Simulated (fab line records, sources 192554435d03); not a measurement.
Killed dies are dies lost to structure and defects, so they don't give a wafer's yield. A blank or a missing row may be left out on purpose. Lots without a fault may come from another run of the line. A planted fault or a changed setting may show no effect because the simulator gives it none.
Chamber matching | flow n5_finfet | N5_ZERO_LAYER_PECVD_02 on pecvd-01: 3 sister chambers
The step deposits SiO2 from SiH4/N2O, target thk 10 nm, time 6 s. 3 wafers are shown with their chamber, then 7 later ones without.

WAFERS WITH THEIR CHAMBER
wafer  | chamber | showerhead_plenum_p_Torr (Torr)
L081.2 | 2       | 8.27
L082.1 | 0       | 8.36
L082.2 | 1       | 8.03

WAFERS WITHOUT THEIR CHAMBER
wafer  | showerhead_plenum_p_Torr (Torr)
L082.6 | 8.34
L083.1 | 8.26
L083.4 | 8.28
L083.5 | 8.00
L086.1 | 8.35
L086.3 | 7.99
L086.5 | 8.00

WHICH CHAMBER EACH WENT THROUGH
wafer  | from the rows above | in truth
L082.6 | 0                   | 0
L083.1 | 2                   | 2
L083.4 | 2                   | 2
L083.5 | 1                   | 1
L086.1 | 0                   | 0
L086.3 | 1                   | 1
L086.5 | 1                   | 1
Placed correctly: 7 of 7. Can't be placed from these rows: 0. Placed wrongly: 0.
How it was worked out, from the rows above alone: a wafer's distance from a chamber is the root of the sum, over the readings, of the square of ((its reading less the chamber's mean) divided by the reading's scatter). The wafer belongs to the nearest chamber; if the next one is less than 2 further off, it can't be placed. A chamber's mean is the mean of its shown wafers. The scatter: with one shown wafer a chamber, the root of the mean of the squares of how far each hidden wafer lies from its nearest shown one.
